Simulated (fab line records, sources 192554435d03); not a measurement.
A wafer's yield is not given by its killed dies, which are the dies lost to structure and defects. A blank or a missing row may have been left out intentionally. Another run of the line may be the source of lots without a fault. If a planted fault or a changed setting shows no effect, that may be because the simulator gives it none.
Comparing a struck lot with a sound one | flow n5Finfet | 33 steps out of a route of 1938
Sound: the wafers L759.2, L759.3, L759.6. The struck wafers were L766.3, L766.4, L766.5. Last of all comes the cause.
Order at every step that has rows: each side's tool, ch and its chambers, its first start. Under that, the readings that differ: sound wafers | struck wafers | difference of the means | sigmas: that difference in standard deviations of wafers without a fault.
alike: a reading whose means differ by less than 2 such deviations, as well as words and numbers matching on both sides. not compared: withheld readings; readings where some wafer has no value; bounds like >300 that might hide an equal value; numbers whose values overlap and for which the record gives no deviation.
A row with sigmas, a row that says differs or no value, or rows on one side alone: a step with any of these is where the two part. Numbers that have no deviation but don't overlap get no sigmas and don't part them. A reading that every wafer of one side lacks parts them only if that side has two wafers or more.

N5_BEOL_M13_PRE_CLEAN_42: time 30 s.
  sound on pvdSputter-01 at day 11 16:00; struck on pvdSputter-01 at day 13 18:25
  alike: heaterPowerW, susceptorTempC
then, 4 steps without rows for these wafers: N5_BEOL_M13_SPUTTER_43 (material TaN, target thk 15 nm, time 24.19 s); N5_BEOL_M13_SPUTTER_44 (material Ta, target thk 10 nm, time 16.13 s); N5_BEOL_M13_SPUTTER_45 (material Cu, target thk 80 nm, time 13.33 s); N5_BEOL_M13_ECD_47 (material Cu, target thk 936 nm).
N5_BEOL_M13_ANNEAL_48: time 90 s.
  sound on rtpAnneal-02 ch 0, day 11 16:32; struck on rtpAnneal-02 ch 0, day 13 18:59
  alike: wafer_temp_C_max
N5_BEOL_M13_CMP_49: polishes, stops on SiOC, t overpolish 17.1 s, target thk 420 nm.
  sound on cmp-01 ch 0,1,3, day 11 16:49; struck on cmp-01 ch 0,3, day 13 19:12
  alike: barrierFieldEndpointS, clearingPlatenRpm, motorCurrentA, overpolishRunS, slurryFilterDpKPa
N5_BEOL_M13_THK_MEAS_50: measures by xrf.
  sound on filmMetro-02 at day 11 17:05; struck on filmMetro-02 at day 13 19:29
  alike: M13_THK
then, 1 step without rows for these wafers: N5_BEOL_M13_PRE_CLEAN_52 (time 15 s).
N5_BEOL_M13_DEP_53: deposits SiCN from 3MS/NH3, target thk 50 nm, time 17.8 s.
  sound on pecvd-03 ch 0,2, day 11 17:08; struck on pecvd-04 ch 0,1,2, day 13 19:33
  alike: chamberPressureTorr, rfFwdPowerW, showerheadPlenumPTorr, throttleValvePct
  not compared: sinceWetCleanH
N5_BEOL_M13_RS_MEAS_54: measurement is done with a four-point probe.
  sound on filmMetro-02 at day 11 17:12; struck on filmMetro-01 at day 13 19:37
  alike: M13_RS
N5_BEOL_M13_INSPECT_55: inspects for defects (darkfield).
  sound on defectInspect-02 at day 11 17:14; struck on defectInspect-01 at day 13 19:39
  alike: rawDefectCount
N5_BEOL_M14_ILD_DEP_00: deposits SiO2 from TEOS/O2, target thk 1119.3 nm, time 237.4 s.
  sound on pecvd-01 ch 0,2, day 11 17:16; struck on pecvd-01 ch 0,1,2, day 13 19:41
  no value came back on the struck wafers for any of 6 readings (chamberPressureTorr (Torr), heaterPowerOuterW (W) and others); on the sound wafers chamberPressureTorr (Torr) reads 6.494 6.488 6.475
  not compared: sinceWetCleanH
then, 8 steps without rows for these wafers: N5_BEOL_M14_COAT_58 (time 60 s, resist thk 89 nm); N5_BEOL_M14_COAT_04 (resist thk 800 nm); N5_BEOL_M14_EBR_06; N5_BEOL_M14_SOFTBAKE_05 (time 60 s); N5_BEOL_M14_EXPOSE_07 (exposes mask V13); N5_BEOL_M14_PEB_08 (peb time 90 s); N5_BEOL_M14_DEVELOP_09 (develop time 45 s); N5_BEOL_M14_HARDBAKE_14 (time 120 s).
N5_BEOL_M14_CD_MEAS_10 targets a cd of 250 nm.
  sound on cdSem-02 ch 0, day 11 17:46; struck on cdSem-03 ch 0, day 13 20:20
  alike: cdNm
N5_BEOL_M14_OVL_MEAS_11:
  sound on overlay-02 ch 0, day 11 17:47; struck on overlay-01 ch 0, day 13 20:22
  alike: V13_OVL
N5_BEOL_M14_INSPECT_12: inspects for defects (macro).
  sound on defectInspect-02 at day 11 17:49; struck on defectInspect-02 at day 13 20:23
  alike: rawDefectCount
then, 2 steps without rows for these wafers: N5_BEOL_M14_DESCUM_15 (chemistry O2, time 7.9 s); N5_BEOL_M14_ETCH_59 (etches BARC in N2/H2, target depth 89 nm, overetch 26.7 nm, time 67.9 s).
N5_BEOL_M14_VIA_ETCH_16: etches SiO2 in C4F8/O2/Ar, target depth 1231.3 nm.
  sound on rieDiel-04 ch 0,1,3, day 11 17:56; struck on rieDiel-01 ch 2,3, day 13 20:31
reading                                   | sound             | struck            | difference | sigmas
oesProductAu (a.u.)                       | 0.64 0.67 0.63    | 0.28 0.29 0.28    | -0.36      | -6
throttleValvePct (%)                      | 31.20 31.14 31.17 | 30.09 29.80 29.83 | -1.26      | -5
model.etch.depthNm (nm)                   | 1116 1131 1155    | 0 0 0             | -1134      | 
model.coat_of_BEOL_M14_COAT_04.thkNm (nm) | 461.2 454.6 448   | 711.2 712.6 713   | +257.7     | 
  alike: O2_flow_sccm, biasW, chamberPressureMTorr, drypumpMotorCurrentA, heInnerTorr, mfcArSccm, rfVppV, showerheadPlenumPTorr
N5_BEOL_M14_STRIP_63: strips in O2.
  sound: rieDiel-04 ch 0,1,3; struck: rieDiel-01 ch 2,3
reading              | sound             | struck            | difference | sigmas
throttleValvePct (%) | 17.13 16.94 17.21 | 16.79 16.25 16.22 | -0.67      | -3
  alike: chamberPressureMTorr, drypumpMotorCurrentA, oesProductAu, rfVppV, showerheadPlenumPTorr
  not compared: rfHoursCounterH
then, 3 steps without rows for these wafers: N5_BEOL_M14_STRIP_64 (strips in O2); N5_BEOL_M14_STRIP_71 (strips in post etch residue remover, time 60 s); N5_BEOL_M14_SRD_72 (time 30 s, dry time 30 s).
N5_BEOL_M14_CD_MEAS_17 targets a cd of 250 nm.
  sound on cdSem-02 at day 11 18:17; struck on cdSem-03 at day 13 20:52
reading   | sound             | struck | difference                    | sigmas
cdNm (nm) | 250.6 248.7 247.5 | - - -  | no value on the struck wafers | 
then, 1 step without rows for these wafers: N5_BEOL_M14_COAT_65 (time 60 s, resist thk 450 nm).

## WHERE THEY PART
Earliest at N5_BEOL_M14_ILD_DEP_00; latest, in this record, at N5_BEOL_M14_CD_MEAS_17.

WHY: the cause the simulator had injected
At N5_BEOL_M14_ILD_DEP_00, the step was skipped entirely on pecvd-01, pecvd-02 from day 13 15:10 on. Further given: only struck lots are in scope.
